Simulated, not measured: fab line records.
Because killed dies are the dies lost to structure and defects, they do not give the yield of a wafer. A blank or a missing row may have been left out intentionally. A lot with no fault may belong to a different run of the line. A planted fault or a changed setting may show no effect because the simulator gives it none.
Chamber matching / flow n5-finfet / N5_BEOL_M11_STRIP_19 on rie-diel-03: 3 sister chambers
The step strips in O2. 6 wafers are shown with their chamber, then 5 later ones without.

EACH WAFER AND ITS CHAMBER
wafer=L077.6; chamber=3; drypump-motor-current-A (A)=6.5; showerhead-plenum-p-Torr (Torr)=1.98
wafer=L080.1; chamber=2; drypump-motor-current-A (A)=5.2; showerhead-plenum-p-Torr (Torr)=2.05
wafer=L080.3; chamber=1; drypump-motor-current-A (A)=5.0; showerhead-plenum-p-Torr (Torr)=2.21
wafer=L080.4; chamber=3; drypump-motor-current-A (A)=6.5; showerhead-plenum-p-Torr (Torr)=1.98
wafer=L084.2; chamber=2; drypump-motor-current-A (A)=5.3; showerhead-plenum-p-Torr (Torr)=2.04
wafer=L084.3; chamber=1; drypump-motor-current-A (A)=5.0; showerhead-plenum-p-Torr (Torr)=2.21

WAFERS MISSING THEIR CHAMBER
wafer=L084.6; drypump-motor-current-A (A)=6.4; showerhead-plenum-p-Torr (Torr)=2.24
wafer=L093.3; drypump-motor-current-A (A)=6.4; showerhead-plenum-p-Torr (Torr)=2.24
wafer=L093.4; drypump-motor-current-A (A)=5.3; showerhead-plenum-p-Torr (Torr)=2.04
wafer=L094.3; drypump-motor-current-A (A)=5.0; showerhead-plenum-p-Torr (Torr)=2.20
wafer=L094.4; drypump-motor-current-A (A)=6.5; showerhead-plenum-p-Torr (Torr)=2.23

THE CHAMBER EACH PASSED THROUGH
wafer=L084.6; from the rows above=1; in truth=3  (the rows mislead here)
wafer=L093.3; from the rows above=1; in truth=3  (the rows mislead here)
wafer=L093.4; from the rows above=2; in truth=2
wafer=L094.3; from the rows above=1; in truth=1
wafer=L094.4; from the rows above=1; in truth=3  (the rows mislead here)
Correctly placed: 2 of 5. Can't be placed from these rows: 0. Number placed wrongly: 3.
How it was worked out, from the rows above alone: a wafer's distance from a chamber is the root of the sum, over the readings, of the square of ((its reading less the chamber's mean) divided by the reading's scatter). If the next closest chamber is less than 2 further off than the closest, the wafer can't be placed; otherwise it belongs to the closest. For every chamber, the mean is computed from those of its wafers that are shown. The scatter: the root of (the sum of the squares of (reading less its chamber's mean) over the shown wafers, divided by (wafers less chambers)).
